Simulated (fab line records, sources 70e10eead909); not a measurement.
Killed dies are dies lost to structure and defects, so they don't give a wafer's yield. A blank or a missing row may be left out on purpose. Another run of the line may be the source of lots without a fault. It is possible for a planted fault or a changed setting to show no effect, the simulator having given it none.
Chamber matching + flow nand_harc + rie_si-05 running NHARC_A_WL_FILL_ETCHBACK_26: 4 sister chambers
The step etches the open film in HBr, target depth 52 nm, time 13.3 s. 20 wafers are shown with their chamber, then 10 later ones without.

WAFERS WITH THEIR CHAMBER
| wafer  | chamber | drypump_motor_current_A (A) | oes_product_au (a.u.) | throttle_valve_pct (%) |
|--------|---------|-----------------------------|-----------------------|------------------------|
| L075.1 | 0       | 5.2                         | 0.990                 | 23.268                 |
| L075.2 | 2       | 4.9                         | 1.008                 | 23.276                 |
| L075.5 | 2       | 4.9                         | 1.010                 | 23.268                 |
| L074.3 | 0       | 5.1                         | 0.995                 | 23.257                 |
| L074.5 | 0       | 5.1                         | 0.987                 | 23.269                 |
| L074.6 | 3       | 5.3                         | 0.994                 | 23.267                 |
| L078.1 | 0       | 5.1                         | 0.993                 | 23.275                 |
| L078.5 | 2       | 4.9                         | 1.009                 | 23.269                 |
| L078.6 | 1       | 6.0                         | 1.002                 | 23.262                 |
| L080.2 | 2       | 4.9                         | 0.999                 | 23.269                 |
| L080.3 | 0       | 5.1                         | 0.991                 | 23.265                 |
| L080.5 | 0       | 5.1                         | 0.985                 | 23.270                 |
| L084.1 | 3       | 5.3                         | 0.984                 | 23.265                 |
| L084.2 | 1       | 6.0                         | 0.990                 | 23.267                 |
| L084.6 | 3       | 5.3                         | 0.989                 | 23.263                 |
| L083.1 | 2       | 4.9                         | 1.003                 | 23.258                 |
| L083.2 | 0       | 5.1                         | 0.981                 | 23.269                 |
| L083.3 | 3       | 5.3                         | 0.994                 | 23.260                 |
| L086.1 | 0       | 5.1                         | 0.991                 | 23.261                 |
| L086.2 | 2       | 4.9                         | 1.006                 | 23.267                 |

SIGNATURES (means of the wafers above)
| reading                 | chamber 0 | chamber 1 | chamber 2 | chamber 3 | scatter within a chamber |
|-------------------------|-----------|-----------|-----------|-----------|--------------------------|
| drypump_motor_current_A | 5.112     | 6.000     | 4.900     | 5.300     | 0.0234                   |
| oes_product_au          | 0.98913   | 0.99600   | 1.00583   | 0.99025   | 0.00482                  |
| throttle_valve_pct      | 23.26675  | 23.26450  | 23.26783  | 23.26375  | 0.00517                  |
Rule: for each reading, subtract the chamber's mean from the wafer's reading, divide by that reading's scatter and square the result; add these up over the readings and take the root, which gives the wafer's distance from the chamber. The wafer belongs to the nearest chamber; if the next one is less than 2 further off, it can't be placed. The scatter: the root of (the sum of the squares of (reading less its chamber's mean) over the shown wafers, divided by (wafers less chambers)).

WAFERS WITHOUT THEIR CHAMBER
| wafer  | drypump_motor_current_A (A) | oes_product_au (a.u.) | throttle_valve_pct (%) |
|--------|-----------------------------|-----------------------|------------------------|
| L086.5 | 4.9                         | 1.007                 | 23.274                 |
| L087.1 | 5.3                         | 0.989                 | 23.248                 |
| L087.3 | 5.1                         | 0.997                 | 23.262                 |
| L087.6 | 4.9                         | 1.018                 | 23.274                 |
| L093.1 | 4.9                         | 1.004                 | 23.267                 |
| L093.4 | 5.3                         | 1.021                 | 23.285                 |
| L093.6 | 4.9                         | 1.010                 | 23.274                 |
| L097.1 | 5.3                         | 1.011                 | 23.260                 |
| L097.2 | 5.9                         | 1.017                 | 23.253                 |
| L097.5 | 4.9                         | 0.992                 | 23.258                 |

CHAMBER TAKEN BY EACH
| wafer  | from the rows above | in truth |
|--------|---------------------|----------|
| L086.5 | 2                   | 2        |
| L087.1 | 3                   | 3        |
| L087.3 | 0                   | 0        |
| L087.6 | 2                   | 2        |
| L093.1 | 2                   | 2        |
| L093.4 | 3                   | 3        |
| L093.6 | 2                   | 2        |
| L097.1 | 3                   | 3        |
| L097.2 | 1                   | 1        |
| L097.5 | 2                   | 2        |
Correctly placed: 10 of 10. From these rows, 0 cannot be placed. 0 placed wrongly.
